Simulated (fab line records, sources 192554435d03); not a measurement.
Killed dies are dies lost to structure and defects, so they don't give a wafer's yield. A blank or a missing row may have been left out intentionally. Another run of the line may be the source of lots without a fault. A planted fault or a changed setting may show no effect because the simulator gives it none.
Matching of chambers || flow n5Finfet || rieDiel-01 running N5_SDB_STRIP_21: 4 sister chambers
The step strips in CF4. 4 wafers are shown with their chamber, then 8 later ones without.

WAFERS PAIRED WITH THEIR CHAMBERS
{"wafer": "L087.5", "chamber": 2, "drypumpMotorCurrentA (A)": 5.3}
{"wafer": "L090.1", "chamber": 3, "drypumpMotorCurrentA (A)": 6.0}
{"wafer": "L090.5", "chamber": 1, "drypumpMotorCurrentA (A)": 5.8}
{"wafer": "L094.3", "chamber": 0, "drypumpMotorCurrentA (A)": 6.3}

WAFERS WHOSE CHAMBER IS MISSING
{"wafer": "L094.4", "drypumpMotorCurrentA (A)": 5.8}
{"wafer": "L094.6", "drypumpMotorCurrentA (A)": 5.8}
{"wafer": "L095.2", "drypumpMotorCurrentA (A)": 6.3}
{"wafer": "L095.5", "drypumpMotorCurrentA (A)": 6.0}
{"wafer": "L095.6", "drypumpMotorCurrentA (A)": 5.3}
{"wafer": "L097.2", "drypumpMotorCurrentA (A)": 5.7}
{"wafer": "L097.4", "drypumpMotorCurrentA (A)": 5.3}
{"wafer": "L097.6", "drypumpMotorCurrentA (A)": 5.8}

EACH ONE'S CHAMBER
{"wafer": "L094.4", "from the rows above": 1, "in truth": 1}
{"wafer": "L094.6", "from the rows above": 1, "in truth": 1}
{"wafer": "L095.2", "from the rows above": 0, "in truth": 0}
{"wafer": "L095.5", "from the rows above": 3, "in truth": 3}
{"wafer": "L095.6", "from the rows above": 2, "in truth": 2}
{"wafer": "L097.2", "from the rows above": 1, "in truth": 1}
{"wafer": "L097.4", "from the rows above": 2, "in truth": 2}
{"wafer": "L097.6", "from the rows above": 1, "in truth": 1}
Placed correctly: 8 of 8. From these rows, 0 cannot be placed. 0 placed wrongly.
How it was worked out, from the rows above alone: a wafer's distance from a chamber is the root of the sum, over the readings, of the square of ((its reading less the chamber's mean) divided by the reading's scatter). If the next closest chamber is less than 2 further off than the closest, the wafer can't be placed; otherwise it belongs to the closest. The mean given for a chamber averages the wafers shown for that chamber. The scatter: with one shown wafer a chamber, the root of the mean of the squares of how far each hidden wafer lies from its nearest shown one.
